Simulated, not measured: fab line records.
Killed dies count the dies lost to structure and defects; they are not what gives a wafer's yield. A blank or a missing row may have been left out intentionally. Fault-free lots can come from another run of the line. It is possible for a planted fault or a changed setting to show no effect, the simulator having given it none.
fab line records	flow n5Finfet
record lots=10	wafers=26	lastDay=17
route steps=1938 shown BEOL_M3@982 BEOL_M4@1111 PASSIVATION@1936
lots with no fault: from the same line, run without faults
startH: hours from the record's first day to the start of the lot's first wafer shown	waitH: time in hours since the lot's previous step	" unchanged from the row above	L1.1+2: a row that stands for several wafers	- no value, or no start was given	* or withheld: withheld	< > ~ a bound
route shown NAME@n: names a module that has steps shown in the file, with the first one's number in the route	usual: mean/standard deviation of fault-free wafers	same: alike in all rows	chamber/n: place in a boat	sites: readings site by site	_std_site: the standard deviation of these	_edge_site: outer sites' mean less inner sites'	radiusMm: how far each site lies from the wafer's centre	mask NAME#n: copy n	behind: the tool/chamber that last shaped the wafer	hold: cause of the lot's hold/its duration in hours/its outcome	device: the n, p or np transistor that did not switch	end of line: tests run on the same wafers once the route is complete	for a step that has no rows: nothing shown but its recipe	killed: dies that structure and defects cost at the first sort, which is not the same as the wafer's yield	map: a wafer's dies, marking killed ones x, the rest . and places with no die _
set.NAME: setting as actually run; set.NAME@STEP: the setting as run at that earlier step	model.NAME: the simulator's own value behind a step, which no gauge read
the route's steps for a sample of lots (tables are steps, rows are wafers)
services: the hour from which a tool's chamber was out of use, counted from the record's first day as startH (under 0 if before that day), plus the number of hours and why
## steps
# step N5_BEOL_M3_STRIP_97
# recipe chemistry=N2/H2	timeS=10	powerW=450	tempC=40	pressureMtorr=20	rfFrequencyHz=6e+07	biasPowerW=7	n2FlowSccm=200	h2FlowSccm=200
# usual drypumpMotorCurrentA=5.9/0.46	oesProductAu=0.78/0.085	rfVppV=59.4/0.81	showerheadPlenumPTorr=2.59/0.066	throttleValvePct=23.57/0.3
lot.wafer	tool	chamber	startH	waitH	drypumpMotorCurrentA	oesProductAu	rfHoursCounterH	rfVppV	showerheadPlenumPTorr	throttleValvePct
L134.1	rieDiel-01	3	-	-	6.4	0.74	177	59.5	2.52	23.53
L134.6	"	3	"	"	6.3	0.75	-	59.2	2.52	23.53
L139.3	rieDiel-03	1	-	-	6.1	0.75	170	60.7	2.64	23.59
L139.4	"	0	"	"	6.7	0.77	120	58.8	2.56	24.11
L139.5	"	3	"	"	5.9	0.71	-	57.8	2.64	23.95
L143.1	rieDiel-02	3	-	-	5.6	0.96	7	59.6	2.72	23.28
L143.5	"	2	"	"	6.5	0.71	-	59.0	2.54	24.14
L143.6	"	3	"	"	5.6	0.96	-	59.1	2.72	23.29
L145.3	rieDiel-03	0	-	-	6.7	0.75	134	59.3	2.55	24.13
L145.4	"	2	"	"	4.9	0.88	26	58.4	2.48	23.25
L145.5	"	1	"	"	6.1	0.74	-	61.5	2.64	23.61
L150.4	rieDiel-02	2	-	-	6.5	0.71	224	57.8	2.53	24.15
L150.5	"	3	"	"	5.6	0.93	-	58.8	2.71	23.30
L151.3	rieDiel-01	1	-	-	5.9	0.85	66	59.5	2.66	23.32
L151.4	"	3	"	"	6.3	0.72	207	58.6	2.51	23.58
L151.5	"	2	"	"	5.7	0.70	-	57.9	2.63	23.32
L152.1	rieDiel-01	0	-	-	5.8	0.87	44	60.7	2.57	23.55
L152.2	"	3	"	"	6.4	0.72	210	59.0	2.51	23.59
L152.5	"	0	"	"	5.8	0.88	-	59.6	2.57	23.55
L153.3	rieDiel-01	3	-	-	6.3	0.72	215	58.8	2.51	23.59
L153.4	"	1	"	"	5.9	0.83	74	60.1	2.66	23.31
L154.4	rieDiel-01	3	-	-	6.3	0.72	215	59.7	2.51	23.59
L154.5	"	0	"	"	5.8	0.87	-	58.4	2.57	23.56
L155.1	rieDiel-01	1	-	-	5.9	0.83	76	60.2	2.66	23.31
L155.4	"	2	"	"	5.7	0.70	225	60.9	2.62	23.33
L155.6	"	0	"	"	5.8	0.87	-	59.4	2.57	23.56
# step N5_BEOL_M3_DEGAS_44
# recipe ambient=vacuum	tempC=250	timeS=60
# usual heaterPowerW=323/26
lot.wafer	tool	chamber	startH	waitH	heaterPowerW
L134.1	pvdSputter-01	-	147.48	0.5	306
L134.6	"	-	"	"	366
L139.3	pvdSputter-02	-	182.25	0.3	351
L139.4	"	-	"	"	342
L139.5	"	-	"	"	351
L143.1	pvdSputter-01	-	196.16	0.3	308
L143.5	"	-	"	"	317
L143.6	"	-	"	"	310
L145.3	pvdSputter-03	-	228.78	0.3	337
L145.4	"	-	"	"	281
L145.5	"	-	"	"	315
L150.4	pvdSputter-03	-	241.19	0.1	332
L150.5	"	-	"	"	281
L151.3	pvdSputter-02	-	245.36	0.7	359
L151.4	"	-	"	"	357
L151.5	"	-	"	"	314
L152.1	pvdSputter-03	-	255.82	0.9	333
L152.2	"	-	"	"	297
L152.5	"	-	"	"	287
L153.3	pvdSputter-01	-	270.19	0.1	301
L153.4	"	-	"	"	304
L154.4	pvdSputter-03	-	270.72	0.1	305
L154.5	"	-	"	"	279
L155.1	pvdSputter-03	-	278.54	0.3	322
L155.4	"	-	"	"	303
L155.6	"	-	"	"	325
# step N5_BEOL_M3_ALD_84
# recipe material=TaN	targetThkA=*	tempC=275	aldPrecursorFamily=PDMAT	aldCoReactant=NH3	pressureTorr=3	carrierFlowSccm=1500	pulseTimeS=2	purgeTimeS=3	coReactantPurgeTimeS=2	coReactantPulseTimeS=3	aldCycles=30	precursorVesselTempC=75	precursorVesselPressureTorr=26.25	precursorVesselCarrierSccm=1000
# usual aldCycles=30/0	heaterPowerW=424/51
# same coReactantPurgeTimeS=2	pulseTimeS=2	purgeTimeS=3
lot.wafer	tool	chamber	startH	waitH	aldCycles	heaterPowerW
L134.1	aldMetal-03	3	147.64	0.1	30	411
L134.6	"	2	"	"	30	418
L139.3	aldMetal-04	2	182.36	0.0	30	467
L139.4	"	0	"	"	30	502
L139.5	"	2	"	"	30	460
L143.1	aldMetal-04	0	196.26	0.0	30	508
L143.5	"	0	"	"	30	498
L143.6	"	3	"	"	30	344
L145.3	aldMetal-02	3	229.11	0.3	30	433
L145.4	"	1	"	"	30	381
L145.5	"	3	"	"	30	425
L150.4	aldMetal-04	0	241.29	0.0	48	512
L150.5	"	3	"	"	48	346
L151.3	aldMetal-03	1	245.46	0.0	30	394
L151.4	"	0	"	"	30	333
L151.5	"	2	"	"	30	423
L152.1	aldMetal-02	2	255.92	0.0	30	445
L152.2	"	1	"	"	30	379
L152.5	"	2	"	"	30	437
L153.3	aldMetal-04	1	270.31	0.1	30	479
L153.4	"	3	"	"	48	348
L154.4	aldMetal-04	1	270.83	0.0	48	469
L154.5	"	3	"	"	48	337
L155.1	aldMetal-02	3	278.79	0.2	30	434
L155.4	"	1	"	"	30	380
L155.6	"	2	"	"	30	428
# step N5_BEOL_M3_ANNEAL_49
# recipe tempC=400	timeS=240	ambient=vacuum
# usual heaterPowerW=813/64
lot.wafer	tool	chamber	startH	waitH	heaterPowerW
L134.1	pvdSputter-01	-	148.22	0.0	763
L134.6	"	-	"	"	782
L139.3	pvdSputter-02	-	183.13	0.0	908
L139.4	"	-	"	"	896
L139.5	"	-	"	"	875
L143.1	pvdSputter-01	-	197.02	0.0	885
L143.5	"	-	"	"	773
L143.6	"	-	"	"	792
L145.3	pvdSputter-02	-	229.75	0.0	781
L145.4	"	-	"	"	896
L145.5	"	-	"	"	907
L150.4	pvdSputter-03	-	241.86	0.0	793
L150.5	"	-	"	"	831
L151.3	pvdSputter-01	-	246.16	0.0	898
L151.4	"	-	"	"	758
L151.5	"	-	"	"	840
L152.1	pvdSputter-01	-	257.77	0.0	894
L152.2	"	-	"	"	740
L152.5	"	-	"	"	901
L153.3	pvdSputter-01	-	270.91	0.0	773
L153.4	"	-	"	"	738
L154.4	pvdSputter-01	-	274.63	0.0	901
L154.5	"	-	"	"	758
L155.1	pvdSputter-02	-	281.07	0.0	908
L155.4	"	-	"	"	875
L155.6	"	-	"	"	860
# step N5_BEOL_M4_RC_MEAS_101
# usual CHAIN_V2=230/10	CHAIN_V2_max_site=238/11	DIBL_N=36.2/1.7	DIBL_P=36.6/1.9	IOFF_N=0.16/0.032	IOFF_P=0.21/0.037	ION_N=675/12	ION_P=460/8.1	SERP_M3=194/16	SERP_M3_max_site=205/19	SS_N=71.4/0.58	SS_P=73.4/0.64	VT_N=249/3.2	VT_P=-252/3.4
lot.wafer	tool	chamber	startH	waitH	CHAIN_V2[ohm/link]	CHAIN_V2_max_site[ohm/link]	DIBL_N[mV/V]	DIBL_P[mV/V]	IOFF_N[nA/um]	IOFF_P[nA/um]	ION_N[uA/um]	ION_P[uA/um]	SERP_M3[ohm/um]	SERP_M3_max_site[ohm/um]	SS_N[mV/dec]	SS_P[mV/dec]	VT_N[mV]	VT_P[mV]
L134.1	prober-02	0	166.74	0.0	243	248	39.2	38.4	0.20	0.22	673	452	227	238	72.1	73.8	246	-252
L134.6	"	0	"	"	221	231	36.3	35.2	0.15	0.18	674	459	192	204	70.1	73.3	248	-252
L139.3	prober-02	0	194.52	0.3	213	220	37.4	38.4	0.18	0.23	679	467	193	200	71.6	74.6	249	-246
L139.4	"	0	"	"	225	235	34.8	34.5	0.13	0.16	674	461	186	200	70.8	73.0	251	-251
L139.5	"	0	"	"	223	231	35.5	35.5	0.15	0.18	671	458	161	172	70.8	73.6	251	-253
L143.1	prober-02	0	208.18	0.0	238	241	35.6	36.2	0.16	0.19	684	463	207	218	71.6	73.1	248	-250
L143.5	"	0	"	"	248	251	33.9	33.8	0.12	0.15	671	455	221	231	71.2	73.2	253	-254
L143.6	"	0	"	"	227	233	34.7	35.1	0.14	0.17	676	463	213	229	71.1	73.2	249	-253
L145.3	prober-01	0	242.82	0.3	222	233	34.7	35.4	0.14	0.20	669	461	186	197	70.6	72.9	253	-251
L145.4	"	0	"	"	229	243	34.1	35.4	0.14	0.21	676	460	205	222	70.5	72.9	250	-247
L145.5	"	0	"	"	246	255	33.1	34.1	0.11	0.18	649	456	210	224	70.7	73.4	256	-251
L151.3	prober-02	0	264.09	0.3	221	229	37.1	37.9	0.17	0.21	678	463	181	190	71.4	73.3	248	-251
L151.4	"	0	"	"	212	220	35.6	35.9	0.15	0.17	657	450	164	172	71.7	73.1	248	-254
L151.5	"	0	"	"	227	230	34.8	34.4	0.13	0.16	667	454	180	185	71.3	72.4	251	-255
L150.4	prober-01	0	265.98	0.5	389	399	37.8	38.3	0.20	0.23	670	455	293	309	72.0	73.8	246	-251
L150.5	"	0	"	"	364	374	35.9	36.5	0.15	0.21	678	462	265	275	71.7	73.6	251	-252
L152.1	prober-01	0	267.66	0.0	225	235	34.6	34.0	0.14	0.15	679	461	181	196	70.6	73.0	249	-256
L152.2	"	0	"	"	233	236	36.3	37.4	0.16	0.19	667	451	197	201	71.6	73.7	250	-254
L152.5	"	0	"	"	234	242	36.0	36.6	0.15	0.17	680	455	185	195	72.1	73.5	250	-256
L153.3	prober-02	0	282.12	0.3	243	260	36.1	38.3	0.17	0.23	681	468	251	272	71.4	73.1	244	-250
L153.4	"	0	"	"	378	390	34.3	35.7	0.14	0.19	670	466	267	282	70.0	73.2	251	-252
L154.4	prober-02	0	287.21	0.5	365	379	36.7	35.8	0.15	0.18	683	457	285	306	71.7	72.7	252	-256
L154.5	"	0	"	"	364	383	37.9	37.3	0.15	0.20	671	461	273	293	71.1	73.7	250	-252
L155.1	prober-02	0	290.30	0.0	220	227	36.0	35.2	0.16	0.22	677	469	181	191	70.8	73.1	249	-249
L155.4	"	0	"	"	233	241	37.7	37.2	0.18	0.24	697	471	170	184	71.9	73.8	247	-246
L155.6	"	0	"	"	220	229	37.8	37.0	0.19	0.25	692	472	173	183	71.6	73.7	248	-247
# sites CHAIN_V2 radiusMm=0,75,75,75,75,140,140,140,140
L134.1 230 243 242 240 236 247 245 247 248
L139.3 210 216 216 220 213 209 213 216 201
L143.1 236 240 238 241 235 227 238 240 235
L145.3 226 226 224 233 222 217 211 213 215
L151.3 221 228 225 224 229 216 218 211 220
L150.4 389 397 389 387 399 385 391 390 386
L152.1 223 225 235 226 229 226 222 220 221
L153.3 248 243 260 250 243 231 225 234 228
L154.4 361 369 364 368 379 345 365 369 353
L155.1 213 227 219 220 220 218 220 227 223
# sites SERP_M3 radiusMm=0,75,75,75,75,140,140,140,140
L134.1 207 227 218 218 213 237 234 233 238
L139.3 197 195 200 200 192 182 184 193 175
L143.1 205 204 213 206 203 207 218 217 212
L145.3 193 197 195 196 186 184 176 175 176
L151.3 181 186 183 182 190 169 178 174 179
L150.4 268 286 285 284 296 293 307 306 309
L152.1 180 183 196 181 188 184 177 171 178
L153.3 258 253 272 264 251 236 216 229 229
L154.4 288 294 281 295 306 259 275 285 262
L155.1 169 184 173 178 173 186 187 191 181
# step N5_PASSIVATION_PROBE_49
# usual defectLimitedYield=91.3/1.5	killed_at_M0_to_M3=35/10	killed_at_M4_up=12/4.6	killedAtContacts=13/6.6	killedAtFrontEnd=39/11	killedAtOther=4/3.4	killedDies=103/17	killedOpen=67/13	killedShort=35/8.2	sort_bin_5_function=5.1/0.94	sort_bin_6_memory=3.2/0.7	sort_bin_8_speed=0.00/0.03	sortNPass=1077/17
# same grossDies=1180	killedAtBackSide=0	sort_bin_4_leakage[%]=0
lot.wafer	tool	chamber	startH	waitH	defectLimitedYield[%]	killed_at_M0_to_M3	killed_at_M4_up	killedAtContacts	killedAtFrontEnd	killedAtOther	killedDies	killedOpen	killedShort	sort_bin_5_function[%]	sort_bin_6_memory[%]	sort_bin_8_speed[%]	sortNPass
L134.1	prober-02	-	270.63	0.0	90.7	27	18	13	47	5	110	68	41	5.2	3.2	0	1070
L134.6	prober-02	-	270.88	0.3	92.8	29	23	8	21	4	85	58	25	4.2	2.5	0	1095
L139.3	prober-01	-	296.90	0.1	91.8	36	16	6	38	1	97	62	34	4.3	3.4	0	1083
L139.4	prober-01	-	296.95	0.2	91.8	36	14	7	38	2	97	55	42	4.3	3.5	0	1083
L139.5	prober-01	-	297.00	0.2	90.8	33	22	12	38	4	109	70	38	5.8	3.1	0	1071
L143.1	prober-02	-	306.82	0.0	92.8	16	21	14	32	2	85	60	24	4.7	2.4	0	1095
L143.5	prober-02	-	307.02	0.2	90.9	27	30	19	27	4	107	70	37	5.3	3.4	0	1073
L143.6	prober-02	-	307.07	0.3	89.2	33	23	26	45	0	127	92	34	6.1	4.3	0	1053
L145.3	prober-02	-	345.66	0.1	92.6	18	11	16	38	4	87	47	39	3.6	3.1	0	1093
L145.4	prober-02	-	345.71	0.2	93.1	32	12	20	17	1	82	55	26	4.2	2.7	0	1098
L145.5	prober-02	-	345.76	0.2	93.1	30	6	15	27	3	81	52	28	4.2	2.6	0	1099
L150.4	prober-01	-	373.83	0.2	92.5	31	11	6	37	3	88	56	30	4.6	2.5	0.17	1092
L150.5	prober-01	-	373.88	0.2	92.7	25	14	7	36	4	86	59	25	4.5	2.5	0.17	1094
L151.3	prober-01	-	376.95	0.1	91.6	39	7	11	37	5	99	48	51	5.1	3.1	0	1081
L151.4	prober-01	-	377.00	0.2	90.4	30	7	22	46	8	113	69	41	5.8	3.5	0	1067
L151.5	prober-01	-	377.05	0.2	91.1	26	10	16	48	5	105	61	44	6.1	2.5	0	1075
L152.1	prober-01	-	383.95	0.0	92.6	37	13	2	35	0	87	54	32	4.5	2.5	0	1093
L152.2	prober-01	-	384.00	0.1	93.6	28	18	6	19	5	76	50	25	3.9	2.1	0	1104
L152.5	prober-01	-	384.15	0.2	90.5	33	12	26	39	2	112	72	36	5.4	3.5	0	1068
L153.3	prober-02	-	389.08	0.1	91.9	30	8	12	42	3	95	57	35	4.3	3.3	0.08	1085
L153.4	prober-02	-	389.13	0.2	91.0	20	11	6	66	3	106	72	33	5.9	2.7	0.08	1074
L154.4	prober-02	-	393.90	0.2	91.8	44	19	16	18	0	97	73	24	4.9	2.6	0	1083
L154.5	prober-02	-	393.95	0.2	90.5	57	9	17	27	2	112	73	37	5.1	4.2	0.08	1068
L155.1	prober-02	-	406.11	0.0	91.9	46	10	4	31	4	95	66	29	5.3	2.6	0	1085
L155.4	prober-02	-	406.26	0.2	94.9	10	12	15	23	0	60	38	21	2.8	2.2	0	1120
L155.6	prober-02	-	406.36	0.3	93.0	40	6	5	28	4	83	53	30	4.0	3.0	0	1097
# killed by level:class
L134.1 FIN_SAQP:geometricParticle:open=9 MOL_CONTACT_COAG:geometricParticle:open=9 BEOL_M4:geometricParticle:open=8 DUMMY_GATE:geometricParticle:open=7 BEOL_M0_SAQP:geometricParticle:short=7 BEOL_M1:geometricParticle:open=6 STARTING-WAFER:geometricParticle:open=5 BEOL_M0_SAQP:geometricParticle:open=5
L134.6 BEOL_M4:geometricParticle:open=11 BEOL_M3:geometricParticle:open=9 STI_FIN_REVEAL:geometricParticle:open=5 MOL_CONTACT_COAG:geometricParticle:open=5 BEOL_M0_SAQP:geometricParticle:open=5 BEOL_M0_SAQP:geometricParticle:short=4 BEOL_M1:geometricParticle:open=4 BEOL_M8:geometricParticle:open=4
L139.3 FIN_SAQP:geometricParticle:open=11 BEOL_M0_SAQP:geometricParticle:open=9 BEOL_M4:geometricParticle:open=7 ILD0:geometricParticle:short=6 BEOL_M1:geometricParticle:open=6 DUMMY_GATE:geometricParticle:open=5 BEOL_M0_SAQP:geometricParticle:short=5 BEOL_M3:geometricParticle:short=5
L139.4 FIN_SAQP:geometricParticle:short=9 BEOL_M0_SAQP:geometricParticle:open=8 FIN_SAQP:geometricParticle:open=7 MOL_CONTACT_COAG:geometricParticle:open=6 BEOL_M1:geometricParticle:open=6 BEOL_M4:geometricParticle:open=6 BEOL_M2:geometricParticle:open=5 BEOL_M2:geometricParticle:short=5
L139.5 FIN_SAQP:geometricParticle:short=11 MOL_CONTACT_COAG:geometricParticle:open=11 STI_FIN_REVEAL:geometricParticle:open=9 BEOL_M3:geometricParticle:open=9 BEOL_M6:geometricParticle:open=9 BEOL_M0_SAQP:geometricParticle:short=6 ILD0:geometricParticle:short=4 BEOL_M0_SAQP:geometricParticle:open=4
L143.1 FIN_SAQP:geometricParticle:open=12 MOL_CONTACT_COAG:geometricParticle:open=11 BEOL_M4:geometricParticle:open=11 BEOL_M3:geometricParticle:open=5 GATE_CUT:geometricParticle:short=4 BEOL_M1:geometricParticle:open=4 BEOL_M5:geometricParticle:short=4 FIN_SAQP:geometricParticle:short=3
L143.5 BEOL_M4:geometricParticle:open=19 MOL_CONTACT_COAG:geometricParticle:open=14 BEOL_M0_SAQP:geometricParticle:short=8 BEOL_M3:geometricParticle:open=7 DUMMY_GATE:geometricParticle:open=6 STI_FIN_REVEAL:geometricParticle:open=5 DUMMY_GATE:geometricParticle:short=5 MOL_CONTACT_COAG:geometricParticle:short=5
L143.6 MOL_CONTACT_COAG:geometricParticle:open=21 FIN_SAQP:geometricParticle:open=13 BEOL_M0_SAQP:geometricParticle:open=10 BEOL_M3:geometricParticle:open=9 FIN_SAQP:geometricParticle:short=8 BEOL_M4:geometricParticle:open=8 BEOL_M1:geometricParticle:open=6 STI_FIN_REVEAL:geometricParticle:open=5
L145.3 MOL_CONTACT_COAG:geometricParticle:open=12 STI_FIN_REVEAL:geometricParticle:open=8 BEOL_M3:geometricParticle:open=8 FIN_SAQP:geometricParticle:short=7 GATE_CUT:geometricParticle:short=5 STARTING-WAFER:geometricParticle:short=5 MOL_CONTACT_COAG:geometricParticle:short=4 BEOL_M4:geometricParticle:open=4
L145.4 MOL_CONTACT_COAG:geometricParticle:open=17 BEOL_M0_SAQP:geometricParticle:open=11 BEOL_M0_SAQP:geometricParticle:short=5 BEOL_M3:geometricParticle:short=5 BEOL_M3:geometricParticle:open=5 STARTING-WAFER:geometricParticle:short=5 GATE_CUT:geometricParticle:short=3 MOL_CONTACT_COAG:geometricParticle:short=3
L145.5 MOL_CONTACT_COAG:geometricParticle:open=11 BEOL_M0_SAQP:geometricParticle:open=10 BEOL_M3:geometricParticle:open=8 BEOL_M0_SAQP:geometricParticle:short=7 FIN_SAQP:geometricParticle:open=6 FIN_SAQP:geometricParticle:short=4 ILD0:geometricParticle:open=4 MOL_CONTACT_COAG:geometricParticle:short=4
L150.4 FIN_SAQP:geometricParticle:open=11 STI_FIN_REVEAL:geometricParticle:open=10 BEOL_M0_SAQP:geometricParticle:short=9 BEOL_M2:geometricParticle:open=6 MOL_CONTACT_COAG:geometricParticle:open=5 BEOL_M0_SAQP:geometricParticle:open=5 STI_FIN_REVEAL:geometricParticle:short=4 BEOL_M4:geometricParticle:open=4
L150.5 BEOL_M0_SAQP:geometricParticle:short=8 FIN_SAQP:geometricParticle:open=7 STI_FIN_REVEAL:geometricParticle:open=7 DUMMY_GATE:geometricParticle:open=7 MOL_CONTACT_COAG:geometricParticle:open=6 BEOL_M0_SAQP:geometricParticle:open=5 BEOL_M5:geometricParticle:open=5 STARTING-WAFER:geometricParticle:open=4
L151.3 BEOL_M0_SAQP:geometricParticle:short=12 BEOL_M3:geometricParticle:short=11 FIN_SAQP:geometricParticle:short=10 MOL_CONTACT_COAG:geometricParticle:open=10 GATE_CUT:geometricParticle:short=8 DUMMY_GATE:geometricParticle:open=6 BEOL_M0_SAQP:geometricParticle:open=5 BEOL_M1:geometricParticle:open=5
L151.4 MOL_CONTACT_COAG:geometricParticle:open=19 BEOL_M0_SAQP:geometricParticle:short=9 STI_FIN_REVEAL:geometricParticle:open=8 BEOL_M1:geometricParticle:open=7 FIN_SAQP:geometricParticle:short=6 FIN_SAQP:geometricParticle:open=6 DUMMY_GATE:geometricParticle:open=6 GATE_CUT:geometricParticle:short=6
L151.5 MOL_CONTACT_COAG:geometricParticle:open=14 FIN_SAQP:geometricParticle:short=12 FIN_SAQP:geometricParticle:open=10 GATE_CUT:geometricParticle:open=7 BEOL_M1:geometricParticle:open=6 BEOL_M0_SAQP:geometricParticle:short=6 GATE_CUT:geometricParticle:short=5 BEOL_M0_SAQP:geometricParticle:open=4
L152.1 STI_FIN_REVEAL:geometricParticle:open=11 BEOL_M4:geometricParticle:open=8 BEOL_M0_SAQP:geometricParticle:short=8 BEOL_M0_SAQP:geometricParticle:open=7 BEOL_M3:geometricParticle:open=7 BEOL_M3:geometricParticle:short=7 DUMMY_GATE:geometricParticle:open=4 BEOL_M1:geometricParticle:open=4
L152.2 BEOL_M4:geometricParticle:open=8 STI_FIN_REVEAL:geometricParticle:open=5 BEOL_M0_SAQP:geometricParticle:short=5 BEOL_M0_SAQP:geometricParticle:open=5 BEOL_M0:geometricParticle:open=5 BEOL_M5:geometricParticle:open=5 FIN_SAQP:geometricParticle:open=4 MOL_CONTACT_COAG:geometricParticle:open=4
L152.5 MOL_CONTACT_COAG:geometricParticle:open=22 BEOL_M0_SAQP:geometricParticle:short=12 DUMMY_GATE:geometricParticle:open=8 STI_FIN_REVEAL:geometricParticle:open=7 BEOL_M1:geometricParticle:open=7 ILD0:geometricParticle:open=4 MOL_CONTACT_COAG:geometricParticle:short=4 BEOL_M0_SAQP:geometricParticle:open=4
L153.3 FIN_SAQP:geometricParticle:short=13 MOL_CONTACT_COAG:geometricParticle:open=12 BEOL_M0_SAQP:geometricParticle:short=8 BEOL_M0_SAQP:geometricParticle:open=7 BEOL_M1:geometricParticle:open=7 FIN_SAQP:geometricParticle:open=6 STI_FIN_REVEAL:geometricParticle:open=6 BEOL_M5:geometricParticle:open=5
L153.4 FIN_SAQP:geometricParticle:open=20 FIN_SAQP:geometricParticle:short=18 STI_FIN_REVEAL:geometricParticle:open=17 BEOL_M0_SAQP:geometricParticle:short=7 MOL_CONTACT_COAG:geometricParticle:open=6 BEOL_M0_SAQP:geometricParticle:open=6 DUMMY_GATE:geometricParticle:open=4 BEOL_M3:geometricParticle:open=4
L154.4 BEOL_M0_SAQP:geometricParticle:open=12 BEOL_M3:geometricParticle:open=12 MOL_CONTACT_COAG:geometricParticle:open=11 BEOL_M4:geometricParticle:open=10 BEOL_M1:geometricParticle:open=8 MOL_CONTACT_COAG:geometricParticle:short=5 BEOL_M0_SAQP:geometricParticle:short=5 DUMMY_GATE:geometricParticle:open=4
L154.5 BEOL_M3:geometricParticle:open=19 MOL_CONTACT_COAG:geometricParticle:open=14 BEOL_M0_SAQP:geometricParticle:short=9 BEOL_M1:geometricParticle:open=8 FIN_SAQP:geometricParticle:open=6 BEOL_M2:geometricParticle:open=6 BEOL_M0_SAQP:geometricParticle:open=5 DUMMY_GATE:geometricParticle:open=3
L155.1 BEOL_M2:geometricParticle:open=11 FIN_SAQP:geometricParticle:short=10 BEOL_M0_SAQP:geometricParticle:open=10 FIN_SAQP:geometricParticle:open=8 BEOL_M3:geometricParticle:open=8 BEOL_M0_SAQP:geometricParticle:short=6 STI_FIN_REVEAL:geometricParticle:open=4 MOL_CONTACT_COAG:geometricParticle:open=4
L155.4 MOL_CONTACT_COAG:geometricParticle:open=11 FIN_SAQP:geometricParticle:open=6 FIN_SAQP:geometricParticle:short=4 MOL_CONTACT_COAG:geometricParticle:short=4 BEOL_M4:geometricParticle:open=4 STI_FIN_REVEAL:geometricParticle:open=3 GATE_CUT:geometricParticle:short=3 BEOL_M0_SAQP:geometricParticle:open=3
L155.6 BEOL_M0_SAQP:geometricParticle:open=11 BEOL_M0_SAQP:geometricParticle:short=10 FIN_SAQP:geometricParticle:short=9 STI_FIN_REVEAL:geometricParticle:open=9 BEOL_M2:geometricParticle:open=8 BEOL_M3:geometricParticle:open=6 MOL_CONTACT_COAG:geometricParticle:open=5 BEOL_M1:geometricParticle:open=4
## services
tool	chamber	startH	hours	kind
aldMetal-04	-	139.48	1.1	repair
rieDiel-02	3	147.89	-	clean
rieDiel-02	3	147.89	-	consumableReplace:esc
rieDiel-02	3	147.89	-	consumableReplace:focusRing
rieDiel-02	3	147.89	-	consumableReplace:showerhead
rieDiel-02	3	147.89	19.6	scheduledDown
rieDiel-02	3	147.89	19.6	ventCycle
pvdSputter-01	-	157.09	9.9	repair
aldMetal-04	-	160.37	0.2	repair
aldMetal-02	-	169.20	0.7	repair
aldMetal-04	1	170.41	27.5	repair
rieDiel-03	-	172.67	0.3	repair
rieDiel-03	1	193.13	8.5	repair
rieDiel-03	-	236.51	0.3	repair
rieDiel-02	2	244.08	21.0	repair
aldMetal-04	-	252.32	14.6	pm
rieDiel-03	0	253.64	2.0	repair
rieDiel-02	0	254.95	14.4	repair
aldMetal-02	-	274.06	0.6	repair
## key
firstSign step=N5_BEOL_M3_ALD_84	reading=aldCycles	direction=up	sigmas=99+	usual=*	struck=*
effect step=N5_BEOL_M4_RC_MEAS_101	reading=CHAIN_V2	direction=up	sigmas=14	usual=230	struck=372
effect step=N5_BEOL_M4_RC_MEAS_101	reading=SERP_M3	direction=up	sigmas=5	usual=194	struck=277
effect step=N5_BEOL_M4_RC_MEAS_101	reading=CHAIN_V2_max_site	direction=up	sigmas=13	usual=238	struck=385
effect step=N5_BEOL_M4_RC_MEAS_101	reading=SERP_M3_max_site	direction=up	sigmas=4.7	usual=205	struck=293
metAt N5_BEOL_M3_ALD_84
struckLots L150,L153,L154
struckWafers L150.4,L150.5,L153.4,L154.4,L154.5
notActingAt N5_BEOL_M3_STRIP_97,N5_BEOL_M3_DEGAS_44,N5_BEOL_M3_ANNEAL_49
onsetBetween 196.26 241.29
fault kind=processParameterDrift	tool=aldMetal-04	chamber=-	onsetH=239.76	steps=N5_BEOL_M3_ALD_84	channel=aldCycles	offset=*	shape=step	endH=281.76	scope=struckWafersOnly	actsIn=*	stated=*
